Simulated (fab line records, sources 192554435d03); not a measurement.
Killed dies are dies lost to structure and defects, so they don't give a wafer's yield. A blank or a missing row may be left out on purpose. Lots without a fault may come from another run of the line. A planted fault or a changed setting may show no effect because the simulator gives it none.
Which tool did it? | flow n5_finfet | 12 lots, 36 wafers sampled, at 4 steps of a route of 1938

WHAT THE GAUGES READ, wafer by wafer
N5_BEOL_M13_CD_MEAS_28: target cd 209.5 nm.
lot  | measured     | on        | cd_nm (nm)
L074 | day 12 13:50 | cd_sem-03 | 211.7 210.7 210.4
L075 | day 12 17:49 | cd_sem-01 | 210.1 210.3 209.9
L080 | day 13 17:50 | cd_sem-01 | 208.2 209.9 207.9
L081 | day 13 18:43 | cd_sem-03 | 209.5 207.9 210.1
L083 | day 14 23:10 | cd_sem-03 | 208.0 207.6 210.3
L087 | day 15 10:07 | cd_sem-03 | 209.4 208.5 209.6
L086 | day 15 13:53 | cd_sem-03 | 207.7 208.7 209.2
L089 | day 16 17:59 | cd_sem-03 | 212.4 210.7 211.7
L088 | day 16 20:46 | cd_sem-02 | 207.9 208.3 206.1
L094 | day 17 16:20 | cd_sem-03 | 211.9 211.8 213.9
L095 | day 17 21:57 | cd_sem-01 | 207.2 207.7 207.9
L096 | day 18 08:10 | cd_sem-03 | 208.5 208.5 208.3

WHICH TOOL RAN EACH LOT (tool, then ch and the chambers of the sampled wafers, then the start)
lot  | N5_BEOL_M12_STRIP_37                 | N5_BEOL_M12_ANNEAL_48            | N5_BEOL_M13_DESCUM_15
L074 | plasma_asher-01 ch 0,1, day 12 08:58 | rtp_anneal-01 ch 0, day 12 11:25 | rie_diel-02 ch 0,1,3, day 12 12:58
L075 | plasma_asher-01 ch 0,1, day 12 12:08 | rtp_anneal-02 ch 0, day 12 15:30 | rie_diel-01 ch 0,2,3, day 12 16:49
L080 | plasma_asher-02 ch 0,1, day 13 14:10 | rtp_anneal-01 ch 0, day 13 15:25 | rie_diel-02 ch 0,2,3, day 13 16:52
L081 | plasma_asher-01 ch 0,1, day 13 14:40 | rtp_anneal-01 ch 0, day 13 16:18 | rie_diel-05 ch 0,1,2, day 13 17:44
L083 | plasma_asher-02 ch 0,1, day 14 18:19 | rtp_anneal-02 ch 0, day 14 20:56 | rie_diel-05 ch 0,1,2, day 14 22:18
L087 | plasma_asher-01 ch 0,1, day 15 05:04 | rtp_anneal-01 ch 0, day 15 07:43 | rie_diel-02 ch 0,1,2, day 15 09:05
L086 | plasma_asher-01 ch 0,1, day 15 07:55 | rtp_anneal-01 ch 0, day 15 11:19 | rie_diel-01 ch 0,1, day 15 12:53
L089 | plasma_asher-02 ch 0, day 16 14:20   | rtp_anneal-02 ch 0, day 16 15:51 | rie_diel-05 ch 0,3, day 16 17:08
L088 | plasma_asher-01 ch 0,1, day 16 15:46 | rtp_anneal-01 ch 0, day 16 18:23 | rie_diel-02 ch 1,2,3, day 16 19:47
L094 | plasma_asher-02 ch 0,1, day 17 05:55 | rtp_anneal-01 ch 0, day 17 14:05 | rie_diel-01 ch 2,3, day 17 15:21
L095 | plasma_asher-02 ch 0,1, day 17 15:06 | rtp_anneal-02 ch 0, day 17 19:38 | rie_diel-02 ch 0,1, day 17 21:05
L096 | plasma_asher-01 ch 0,1, day 18 03:05 | rtp_anneal-01 ch 0, day 18 05:57 | rie_diel-02 ch 0,1, day 18 07:19
- N5_BEOL_M12_STRIP_37: strips in N2/H2.
- N5_BEOL_M12_ANNEAL_48: time 90 s.
- N5_BEOL_M13_DESCUM_15: chemistry O2, time 7.9 s.

THE ANSWER, worked out from the rows above alone
Rule: what is usual is taken from the lots themselves. Put in order of their means at a reading, lots are off if they are a third of the lots or fewer, leave a main group of 4 or more, and stand apart from it by a gap of 3 or more times the standard deviation of the main group's means; of several such gaps the widest counts. A main group whose means are all the same, to the digits that the tables above print for the reading, isn't used. A lot without any number at a reading at which 4 lots or more have one is off too. The other lots that the step has rows for count as sound.
No lot is off at any reading shown: from this, nothing can be told.

WHAT THE SIMULATOR HAD PUT IN
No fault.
